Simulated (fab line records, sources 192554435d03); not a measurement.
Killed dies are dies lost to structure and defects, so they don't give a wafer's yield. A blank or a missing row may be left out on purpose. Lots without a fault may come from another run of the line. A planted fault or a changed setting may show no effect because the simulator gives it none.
Chamber matching | flow n5_finfet | N5_GATE_CUT_STRIP_59 on rie_diel-06: 4 sister chambers
The step strips in N2/H2, time 20 s. 4 wafers are shown with their chamber, then 8 later ones without.

WAFERS WITH THEIR CHAMBER
wafer  | chamber | drypump_motor_current_A (A)
L075.3 | 1       | 5.9
L083.5 | 2       | 5.2
L083.6 | 3       | 5.8
L084.1 | 0       | 5.8

WAFERS WITHOUT THEIR CHAMBER
wafer  | drypump_motor_current_A (A)
L084.3 | 5.2
L084.6 | 5.8
L091.1 | 5.9
L091.4 | 5.8
L091.6 | 5.8
L097.1 | 5.8
L097.2 | 5.2
L097.4 | 5.7

WHICH CHAMBER EACH WENT THROUGH
wafer  | from the rows above     | in truth
L084.3 | 2                       | 2
L084.6 | can't be placed: 0 or 3 | 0
L091.1 | 1                       | 1
L091.4 | can't be placed: 0 or 3 | 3
L091.6 | can't be placed: 0 or 3 | 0
L097.1 | can't be placed: 0 or 3 | 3
L097.2 | 2                       | 2
L097.4 | can't be placed: 0 or 3 | 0
Placed correctly: 3 of 8. Can't be placed from these rows: 5 (the true chamber is among the candidates in 5). Placed wrongly: 0.
How it was worked out, from the rows above alone: a wafer's distance from a chamber is the root of the sum, over the readings, of the square of ((its reading less the chamber's mean) divided by the reading's scatter). The wafer belongs to the nearest chamber; if the next one is less than 2 further off, it can't be placed. A chamber's mean is the mean of its shown wafers. The scatter: with one shown wafer a chamber, the root of the mean of the squares of how far each hidden wafer lies from its nearest shown one.
